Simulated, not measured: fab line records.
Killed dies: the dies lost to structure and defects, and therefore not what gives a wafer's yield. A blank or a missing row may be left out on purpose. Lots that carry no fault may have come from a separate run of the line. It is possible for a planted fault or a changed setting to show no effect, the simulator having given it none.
The tool behind it: which one? | flow n5_finfet | 11 lots, 33 wafers sampled, at 4 steps of a route of 1938

## WHAT EACH GAUGE READ, for each wafer
The record lacks any reading of a measuring or inspecting step that a usual standard deviation could be used to judge.

## WHICH TOOL RAN EACH LOT (tool, then ch and the chambers of the sampled wafers, then the start)
lot  | N5_HKMG_FIN_STRIP_90              | N5_HKMG_FIN_STRIP_69                | N5_HKMG_FIN_ALD_72            | N5_HKMG_FIN_CMP_23
L475 | rie_diel-04 ch 0,1,2, day 4 04:25 | plasma_asher-01 ch 0,1, day 4 04:43 | cvd_w-01 ch 0,1, day 4 05:28  | cmp-03 ch 0,2, day 4 05:38
L476 | rie_diel-01 ch 0,1,2, day 4 18:05 | plasma_asher-02 ch 0,1, day 4 18:25 | cvd_w-01 ch 0,1, day 4 19:09  | cmp-01 ch 1,3, day 4 19:24
L477 | rie_diel-04 ch 1,3, day 4 20:59   | plasma_asher-02 ch 0,1, day 4 21:24 | cvd_w-01 ch 0,1, day 4 22:02  | cmp-01 ch 0,2,3, day 4 22:21
L478 | rie_diel-04 ch 0,3, day 5 01:01   | plasma_asher-02 ch 0,1, day 5 01:19 | cvd_w-01 ch 0,1, day 5 02:04  | cmp-01 ch 2,3, day 5 02:14
L484 | rie_diel-03 ch 1,3, day 6 13:50   | plasma_asher-02 ch 0, day 6 14:20   | cvd_w-01 ch 0,1, day 6 15:04  | cmp-01 ch 0,1,2, day 6 15:14
L487 | rie_diel-04 ch 0,1,2, day 7 06:23 | plasma_asher-01 ch 0,1, day 7 06:41 | cvd_w-02 ch 0,1, day 7 07:26  | cmp-01 ch 0,2,3, day 7 07:36
L489 | rie_diel-01 ch 1,2, day 7 17:46   | plasma_asher-02 ch 0,1, day 7 18:12 | cvd_w-02 ch 0,1, day 7 18:57  | cmp-01 ch 0,1, day 7 19:07
L494 | rie_diel-03 ch 0,1,3, day 8 22:44 | plasma_asher-01 ch 0,1, day 8 23:02 | cvd_w-01 ch 0,1, day 8 23:47  | cmp-03 ch 0,2,3, day 8 23:58
L495 | rie_diel-01 ch 1,3, day 9 09:42   | plasma_asher-02 ch 0,1, day 9 10:00 | cvd_w-01 ch 0,1, day 9 10:46  | cmp-03 ch 1,2,3, day 9 10:56
L497 | rie_diel-03 ch 0,1,2, day 9 19:19 | plasma_asher-02 ch 0, day 9 19:37   | cvd_w-02 ch 0,1, day 9 20:22  | cmp-03 ch 0,1,2, day 9 20:32
L498 | rie_diel-01 ch 0,1,3, day 9 23:07 | plasma_asher-01 ch 0,1, day 9 23:25 | cvd_w-02 ch 0,1, day 10 00:10 | cmp-03 ch 0,2,3, day 10 00:29
- N5_HKMG_FIN_STRIP_90: strips SOC in N2/H2, time 20 s.
- N5_HKMG_FIN_STRIP_69: strips in N2/H2, time 360 s.
- N5_HKMG_FIN_ALD_72: deposits W, target thk 2 nm, pulse time 1 s, purge time 2 s.
- N5_HKMG_FIN_CMP_23: polishes, stops on SiNx, t overpolish 10 s, target thk 46.326 nm.

## AS READ BY THE TOOLS THEMSELVES (means over the sampled wafers that have a number; for cases with no such wafer, the mark the record gives instead)
N5_HKMG_FIN_STRIP_90. Usual: drypump_motor_current_A 5.51 A, standard deviation 0.28; oes_product_au 0.76 a.u., standard deviation 0.092; rf_vpp_V 54.2 V, standard deviation 0.78; showerhead_plenum_p_Torr 3.34 Torr, standard deviation 0.11; throttle_valve_pct 19.0 %, standard deviation 0.37.
lot  | tool        | drypump_motor_current_A (A) | oes_product_au (a.u.) | rf_vpp_V (V) | showerhead_plenum_p_Torr (Torr) | throttle_valve_pct (%) | flag
L475 | rie_diel-04 | 5.63                        | 0.73                  | 53.9         | 3.30                            | 18.9                   |
L476 | rie_diel-01 | 5.59                        | 0.72                  | 54.3         | 3.30                            | 19.0                   |
L477 | rie_diel-04 | 5.47                        | 0.76                  | 54.3         | 3.33                            | 19.1                   |
L478 | rie_diel-04 | 5.45                        | 0.75                  | 54.1         | 3.36                            | 19.4                   |
L484 | rie_diel-03 | 5.71                        | 0.75                  | 54.7         | 3.45                            | 19.2                   |
L487 | rie_diel-04 | 5.64                        | 0.71                  | 53.9         | 3.29                            | 18.9                   |
L489 | rie_diel-01 | 5.69                        | 0.71                  | 53.7         | 3.19                            | 18.8                   |
L494 | rie_diel-03 | 5.71                        | 0.82                  | 53.6         | 3.43                            | 19.0                   |
L495 | rie_diel-01 | 5.52                        | 0.74                  | 54.3         | 3.21                            | 18.7                   |
L497 | rie_diel-03 | 5.55                        | 0.84                  | 55.0         | 3.48                            | 19.0                   |
L498 | rie_diel-01 | 5.41                        | 0.74                  | 54.2         | 3.30                            | 18.8                   |

N5_HKMG_FIN_STRIP_69. Usual: drypump_motor_current_A 6.1 A, standard deviation 0.59; heater_power_w 476 W, standard deviation 37.
lot  | tool            | drypump_motor_current_A (A) | heater_power_w (W) | flag
L475 | plasma_asher-01 | 6.2                         | 450                |
L476 | plasma_asher-02 | 6.0                         | 504                |
L477 | plasma_asher-02 | 6.3                         | 504                |
L478 | plasma_asher-02 | 6.0                         | 499                |
L484 | plasma_asher-02 | 5.7                         | 514                |
L487 | plasma_asher-01 | 5.7                         | 434                |
L489 | plasma_asher-02 | 6.4                         | 509                |
L494 | plasma_asher-01 | 6.2                         | 451                |
L495 | plasma_asher-02 | 6.4                         | 493                |
L497 | plasma_asher-02 | 5.7                         | 513                |
L498 | plasma_asher-01 | 6.2                         | 446                |

N5_HKMG_FIN_ALD_72. Usual: heater_power_w 498 W, standard deviation 43; precursor_pulse_height_rel 0.997, standard deviation 0.02.
lot  | tool     | heater_power_w (W) | precursor_pulse_height_rel | flag
L475 | cvd_w-01 | 471                | 1.012                      |
L476 | cvd_w-01 | 471                | 0.992                      |
L477 | cvd_w-01 | 474                | 0.992                      |
L478 | cvd_w-01 | 460                | 1.000                      |
L484 | cvd_w-01 | 466                | 0.992                      |
L487 | cvd_w-02 | 513                | 0.999                      |
L489 | cvd_w-02 | 511                | 0.998                      |
L494 | cvd_w-01 | 472                | 0.998                      |
L495 | cvd_w-01 | 471                | 0.991                      |
L497 | cvd_w-02 | 543                | 1.011                      |
L498 | cvd_w-02 | 526                | 0.995                      |

N5_HKMG_FIN_CMP_23. Usual: head_pressure_psi 3.999 psi, standard deviation 0.0081; motor_current_A 11.8 A, standard deviation 1.1; overpolish_run_s 10.00 s, standard deviation 0.048; platen_rpm 50.29 rpm, standard deviation 0.031; time_to_endpoint_s 13.2 s, standard deviation 2.7.
lot  | tool   | head_pressure_psi (psi) | motor_current_A (A) | overpolish_run_s (s) | platen_rpm (rpm) | time_to_endpoint_s (s) | flag
L475 | cmp-03 | 3.995                   | 11.4                | 9.99                 | 50.30            | 14.5                   |
L476 | cmp-01 | 3.997                   | 11.0                | 10.00                | 50.28            | 14.9                   |
L477 | cmp-01 | 3.990                   | 12.1                | 9.81                 | 50.30            | 14.9                   | OFF
L478 | cmp-01 | 4.006                   | 11.9                | 10.00                | 50.31            | 14.6                   |
L484 | cmp-01 | 4.000                   | 12.0                | 10.00                | 50.31            | 14.1                   |
L487 | cmp-01 | 4.000                   | 12.7                | 10.01                | 49.60            | 14.3                   | OFF
L489 | cmp-01 | 4.000                   | 11.6                | 10.00                | 49.62            | 16.3                   | OFF
L494 | cmp-03 | 3.999                   | 11.6                | 10.01                | 50.30            | 11.2                   |
L495 | cmp-03 | 3.995                   | 11.7                | 10.00                | 50.33            | 12.9                   |
L497 | cmp-03 | 4.003                   | 11.9                | 10.00                | 50.30            | 13.0                   |
L498 | cmp-03 | 4.003                   | 11.3                | 10.00                | 50.28            | 13.0                   |

## THE ANSWER, worked out from the rows above alone
Rule: lot off if the mean of its wafers having a number is beyond 3 standard deviations from the usual mean. Also off: a lot with no number at a reading for which 4 or more lots have one. Where the step has rows for the other lots, those lots are counted as sound. The gauges are gone through in route order, then the tools' own readings, and for those a lot's mean is taken as printed above. At the first step where some lot is off, the reading lying furthest off is the one used; lots without a number count as furthest.
Off, at N5_HKMG_FIN_CMP_23 on platen_rpm: L487, L489.
A tool fits if, at that step or a process step before it, it ran every lot that is off, and no sound lot after the first of them. One fits: N5_HKMG_FIN_CMP_23 on cmp-01. A fault onset in the window from L484 (day 6 15:14, its last sound lot) to L487 (day 7 07:36, its first lot off) fits.
On the lots that are off, the tool's own readings at N5_HKMG_FIN_CMP_23 differ by more than 5 times the standard deviation of the sound lots' means, which bears it out; platen_rpm reads 49.61 rpm there versus 50.30 rpm on the sound lots.

## WHAT WAS PUT IN BY THE SIMULATOR
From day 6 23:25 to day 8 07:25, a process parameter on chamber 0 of cmp-01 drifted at N5_HKMG_FIN_CMP_23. Setting platen_rpm, moved by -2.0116, from 50.289. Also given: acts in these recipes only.
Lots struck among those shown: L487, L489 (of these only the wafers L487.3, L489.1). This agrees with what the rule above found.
